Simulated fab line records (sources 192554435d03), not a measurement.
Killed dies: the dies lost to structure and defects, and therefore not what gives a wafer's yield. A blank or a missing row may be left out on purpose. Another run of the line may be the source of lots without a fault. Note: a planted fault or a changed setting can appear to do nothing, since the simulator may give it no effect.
One fault through the eyes of 2 desks + flow n5 finfet + each desk holds nothing but its own numbers, with what lay behind them at the end

AT THE METROLOGY DESK
Means of the sampled wafers that have a number, per lot and without regard to the tool the lot ran on: this is what the gauges read. The brackets show how far a lot's mean lies from the usual mean; more than 4 standard deviations puts the lot out of limits, marked OUT. Only the readings that lie furthest out on some lot appear, 7 of the 10 it has.
Columns: A = DIBL_N at N5_BEOL_M4_RC_MEAS_101, usual 35.1 mV/V; B = DIBL_P at N5_BEOL_M4_RC_MEAS_101, usual 34.9 mV/V; C = IOFF_P at N5_BEOL_M4_RC_MEAS_101, usual 0.21 nA/um; D = ION_N at N5_BEOL_M4_RC_MEAS_101, usual 671 uA/um; E = SS_P at N5_BEOL_M4_RC_MEAS_101, usual 73.0 mV/dec; F = VT_N at N5_BEOL_M4_RC_MEAS_101, usual 251 mV; G = VT_P at N5_BEOL_M4_RC_MEAS_101, usual -250 mV
| lot  | first seen here | A    | B    | C    | D   | E    | F   | G    |
|------|-----------------|------|------|------|-----|------|-----|------|
| L601 | day 8 09:57     | 32.6 | 32.4 | 0.17 | 659 | 72.3 | 253 | -251 |
| L602 | day 8 23:17     | 34.2 | 34.0 | 0.20 | 674 | 72.7 | 252 | -249 |
| L605 | day 9 19:20     | 32.2 | 32.3 | 0.19 | 662 | 72.3 | 252 | -247 |
| L608 | day 10 14:44    | 35.3 | 35.8 | 0.21 | 673 | 73.1 | 251 | -249 |
| L611 | day 11 10:08    | 34.9 | 34.0 | 0.17 | 665 | 73.0 | 254 | -255 |
| L617 | day 12 22:56    | 35.4 | 35.1 | 0.18 | 674 | 72.9 | 250 | -254 |
| L618 | day 13 23:04    | 34.4 | 34.8 | 0.21 | 678 | 73.2 | 250 | -247 |
| L619 | day 14 05:44    | 34.4 | 33.8 | 0.19 | 662 | 72.7 | 253 | -250 |
| L620 | day 14 18:48    | 36.0 | 36.3 | 0.23 | 668 | 73.0 | 251 | -249 |
| L623 | day 15 04:52    | 35.0 | 35.7 | 0.22 | 668 | 73.1 | 249 | -248 |
This desk's finding: nothing out of limits on any of the 10 lots.

TOOL OWNER'S DESK, litho track-02
The tool's own readings at N5_BEOL_M3_COAT_73 (time 60 s, resist thk 5 nm): means of the sampled wafers that have a number, for each lot that ran on this tool. The brackets show how far a lot's mean lies from the usual mean; more than 4 standard deviations puts the lot out of limits, marked OUT.
Columns: A = heater power total W at N5_BEOL_M3_COAT_73, usual 391.8 W; B = plate temp C at N5_BEOL_M3_COAT_73, usual 205.00 C
| lot  | first seen here | A                | B                |
|------|-----------------|------------------|------------------|
| L602 | day 7 17:44     | 390.8            | 205.05           |
| L605 | day 8 21:34     | 391.8            | 204.92           |
| L608 | day 9 04:14     | 403.7 (+9.9) OUT | 209.20 (+23) OUT |
| L611 | day 9 20:53     | 401.4 (+8.0) OUT | 209.22 (+23) OUT |
| L619 | day 12 16:04    | 392.7            | 205.06           |
| L620 | day 12 22:12    | 390.6            | 205.34           |
This desk finds L608, L611 out of limits, L608 being first, at day 9 04:14 (heater power total W at N5_BEOL_M3_COAT_73). In limits: L602, L605, L619, L620.

BROUGHT TOGETHER
On L608, L611, at day 9 04:14, an alarm was possible from the tool owner's desk.
From the metrology desk's view, nothing was out of limits.
The metrology desk holds a record of L608, L611, inside its limits.
Of the lots named, all ran N5_BEOL_M3_COAT_73 on litho track-02.

WHAT THE SIMULATOR PUT IN
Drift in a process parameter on litho track-02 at N5_BEOL_M3_COAT_73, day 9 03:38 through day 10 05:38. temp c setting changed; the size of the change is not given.
Struck lots among those shown: L608, L611.
Each desk's first reading out of limits, in hours after the fault started: the tool owner's desk, 1.
